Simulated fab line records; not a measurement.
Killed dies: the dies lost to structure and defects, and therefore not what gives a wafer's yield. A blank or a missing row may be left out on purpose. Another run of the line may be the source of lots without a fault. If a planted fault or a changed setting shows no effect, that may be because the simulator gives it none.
Chamber matching || flow n5 finfet || pecvd-01 running N5_BEOL_M8_PECVD_70: 3 sister chambers
The step deposits SiO2 from TEOS/O2, target thk 20 nm, time 22.7 s. 6 wafers are shown with their chamber, then 8 later ones without.

WAFERS PAIRED WITH THEIR CHAMBERS
{"wafer": "L088.1", "chamber": 2, "throttle valve pct (%)": 21.3, "showerhead plenum p Torr (Torr)": 8.70}
{"wafer": "L088.2", "chamber": 0, "throttle valve pct (%)": 22.5, "showerhead plenum p Torr (Torr)": 8.66}
{"wafer": "L090.1", "chamber": 1, "throttle valve pct (%)": 23.3, "showerhead plenum p Torr (Torr)": 8.75}
{"wafer": "L090.2", "chamber": 0, "throttle valve pct (%)": 22.4, "showerhead plenum p Torr (Torr)": 8.63}
{"wafer": "L090.6", "chamber": 2, "throttle valve pct (%)": 21.4, "showerhead plenum p Torr (Torr)": 8.72}
{"wafer": "L093.2", "chamber": 1, "throttle valve pct (%)": 23.5, "showerhead plenum p Torr (Torr)": 8.75}

WAFERS MISSING THEIR CHAMBER
{"wafer": "L093.3", "throttle valve pct (%)": 22.3, "showerhead plenum p Torr (Torr)": 8.64}
{"wafer": "L093.6", "throttle valve pct (%)": 21.2, "showerhead plenum p Torr (Torr)": 8.69}
{"wafer": "L094.1", "throttle valve pct (%)": 22.5, "showerhead plenum p Torr (Torr)": 8.67}
{"wafer": "L094.2", "throttle valve pct (%)": 21.5, "showerhead plenum p Torr (Torr)": 8.70}
{"wafer": "L094.4", "throttle valve pct (%)": 22.6, "showerhead plenum p Torr (Torr)": 8.63}
{"wafer": "L095.4", "throttle valve pct (%)": 23.4, "showerhead plenum p Torr (Torr)": 8.76}
{"wafer": "L095.5", "throttle valve pct (%)": 22.5, "showerhead plenum p Torr (Torr)": 8.67}
{"wafer": "L095.6", "throttle valve pct (%)": 21.4, "showerhead plenum p Torr (Torr)": 8.70}

WHICH CHAMBER EACH WENT THROUGH
{"wafer": "L093.3", "from the rows above": 0, "in truth": 0}
{"wafer": "L093.6", "from the rows above": 2, "in truth": 2}
{"wafer": "L094.1", "from the rows above": 0, "in truth": 0}
{"wafer": "L094.2", "from the rows above": 2, "in truth": 2}
{"wafer": "L094.4", "from the rows above": 0, "in truth": 0}
{"wafer": "L095.4", "from the rows above": 1, "in truth": 1}
{"wafer": "L095.5", "from the rows above": 0, "in truth": 0}
{"wafer": "L095.6", "from the rows above": 2, "in truth": 2}
8 of 8 placed correctly. Left unplaced by these rows: 0. Wrongly placed: 0.
How it was worked out, from the rows above alone: a wafer's distance from a chamber is the root of the sum, over the readings, of the square of ((its reading less the chamber's mean) divided by the reading's scatter). If the next closest chamber is less than 2 further off than the closest, the wafer can't be placed; otherwise it belongs to the closest. For every chamber, the mean is computed from those of its wafers that are shown. The scatter: take each reading less its chamber's mean, square it, sum over the shown wafers, divide by the number of wafers less the number of chambers, and take the root.
